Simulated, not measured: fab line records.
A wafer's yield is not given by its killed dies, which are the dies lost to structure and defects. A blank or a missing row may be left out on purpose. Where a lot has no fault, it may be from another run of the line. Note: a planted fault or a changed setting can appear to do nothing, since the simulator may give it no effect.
The tool behind it: which one? / flow n5Finfet / 33 wafers from 11 lots sampled at 2 of the route's 1938 steps

WHAT THE GAUGES READ, wafer by wafer
N5_BEOL_M11_CD_MEAS_18: pitch 140 nm, target cd 70 nm.
lot=L192; measured=day 10 04:10; on=cdSem-03; cdNm (nm)=69.6 69.5 68.8
lot=L194; measured=day 10 17:40; on=cdSem-02; cdNm (nm)=69.7 68.8 69.3
lot=L195; measured=day 11 06:34; on=cdSem-02; cdNm (nm)=69.3 69.6 69.3
lot=L198; measured=day 11 22:16; on=cdSem-01; cdNm (nm)=70.0 69.3 69.8
lot=L199; measured=day 12 05:44; on=cdSem-03; cdNm (nm)=69.1 69.6 69.2
lot=L200; measured=day 12 19:04; on=cdSem-03; cdNm (nm)=69.4 70.0 69.0
lot=L202; measured=day 13 10:00; on=cdSem-03; cdNm (nm)=70.3 70.5 69.4
lot=L204; measured=day 13 10:08; on=cdSem-02; cdNm (nm)=69.7 69.5 70.7
lot=L213; measured=day 15 15:35; on=cdSem-01; cdNm (nm)=69.2 69.7 69.6
lot=L212; measured=day 15 23:44; on=cdSem-01; cdNm (nm)=70.1 69.5 70.6
lot=L214; measured=day 16 11:14; on=cdSem-03; cdNm (nm)=70.8 69.8 69.8

EACH LOT AND THE TOOL THAT RAN IT (in order: tool; ch and the chambers of the sampled wafers; start)
lot=L192; N5_BEOL_M11_STRIP_67=rieDiel-02 ch 0,1,2, day 10 03:57
lot=L194; N5_BEOL_M11_STRIP_67=rieDiel-05 ch 0,1,3, day 10 17:27
lot=L195; N5_BEOL_M11_STRIP_67=rieDiel-05 ch 0,2,3, day 11 06:21
lot=L198; N5_BEOL_M11_STRIP_67=rieDiel-01 ch 0,1,2, day 11 22:02
lot=L199; N5_BEOL_M11_STRIP_67=rieDiel-05 ch 0,1,2, day 12 05:31
lot=L200; N5_BEOL_M11_STRIP_67=rieDiel-05 ch 0,2,3, day 12 18:49
lot=L202; N5_BEOL_M11_STRIP_67=rieDiel-05 ch 0,1, day 13 09:38
lot=L204; N5_BEOL_M11_STRIP_67=rieDiel-05 ch 0,1, day 13 09:54
lot=L213; N5_BEOL_M11_STRIP_67=rieDiel-01 ch 1,2,3, day 15 15:22
lot=L212; N5_BEOL_M11_STRIP_67=rieDiel-02 ch 0,1,2, day 15 23:26
lot=L214; N5_BEOL_M11_STRIP_67=rieDiel-02 ch 0,2, day 16 11:01
- N5_BEOL_M11_STRIP_67: strips in CF4.

THE ANSWER, worked out from the rows above alone
Rule: the lots themselves supply what counts as usual. Put in order of their means at a reading, lots are off if they are a third of the lots or fewer, leave a main group of 4 or more, and stand apart from it by a gap of 3 or more times the standard deviation of the main group's means; of several such gaps the widest counts. The tables above print the reading to a certain number of digits; a main group whose means all agree to those digits is not used. Also off: a lot with no number at a reading for which 4 or more lots have one. Any other lot the step has rows for is counted as sound.
None of the lots is off at any reading shown; this tells nothing.

WHAT WAS PUT IN BY THE SIMULATOR
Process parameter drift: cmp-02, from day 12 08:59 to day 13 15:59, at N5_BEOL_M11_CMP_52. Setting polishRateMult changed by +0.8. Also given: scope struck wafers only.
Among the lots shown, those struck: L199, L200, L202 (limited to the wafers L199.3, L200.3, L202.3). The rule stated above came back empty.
